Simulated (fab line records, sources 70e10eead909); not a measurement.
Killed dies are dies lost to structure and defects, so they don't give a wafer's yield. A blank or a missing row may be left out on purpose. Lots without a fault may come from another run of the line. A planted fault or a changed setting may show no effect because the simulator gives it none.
Chamber matching | flow nand_harc | NHARC_A_BLC_ETCH_16 on rie_diel-06: 4 sister chambers
The step etches the open film in CF4, target depth 39 nm, time 65 s. 8 wafers are shown with their chamber, then 7 later ones without.

WAFERS WITH THEIR CHAMBER
wafer  | chamber | drypump_motor_current_A (A) | rf_vpp_V (V)
L114.2 | 1       | 6.0                         | 152.5
L118.2 | 1       | 5.9                         | 153.4
L118.4 | 3       | 5.9                         | 149.0
L122.2 | 0       | 4.8                         | 153.3
L122.3 | 2       | 5.8                         | 152.1
L122.6 | 2       | 5.8                         | 151.8
L131.1 | 3       | 5.9                         | 150.8
L131.2 | 0       | 4.8                         | 151.6

WAFERS WITHOUT THEIR CHAMBER
wafer  | drypump_motor_current_A (A) | rf_vpp_V (V)
L131.3 | 5.9                         | 151.4
L132.3 | 5.9                         | 149.2
L132.4 | 5.8                         | 151.4
L132.6 | 5.9                         | 149.7
L134.1 | 5.8                         | 151.1
L134.4 | 5.9                         | 151.6
L134.5 | 5.8                         | 150.8

WHICH CHAMBER EACH WENT THROUGH
wafer  | from the rows above          | in truth
L131.3 | can't be placed: 3 or 1 or 2 | 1
L132.3 | 3                            | 3
L132.4 | 2                            | 2
L132.6 | 3                            | 3
L134.1 | 2                            | 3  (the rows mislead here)
L134.4 | can't be placed: 3 or 1 or 2 | 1
L134.5 | can't be placed: 2 or 3      | 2
Placed correctly: 3 of 7. Can't be placed from these rows: 3 (the true chamber is among the candidates in 3). Placed wrongly: 1.
How it was worked out, from the rows above alone: a wafer's distance from a chamber is the root of the sum, over the readings, of the square of ((its reading less the chamber's mean) divided by the reading's scatter). The wafer belongs to the nearest chamber; if the next one is less than 2 further off, it can't be placed. A chamber's mean is the mean of its shown wafers. The scatter: the root of (the sum of the squares of (reading less its chamber's mean) over the shown wafers, divided by (wafers less chambers)).
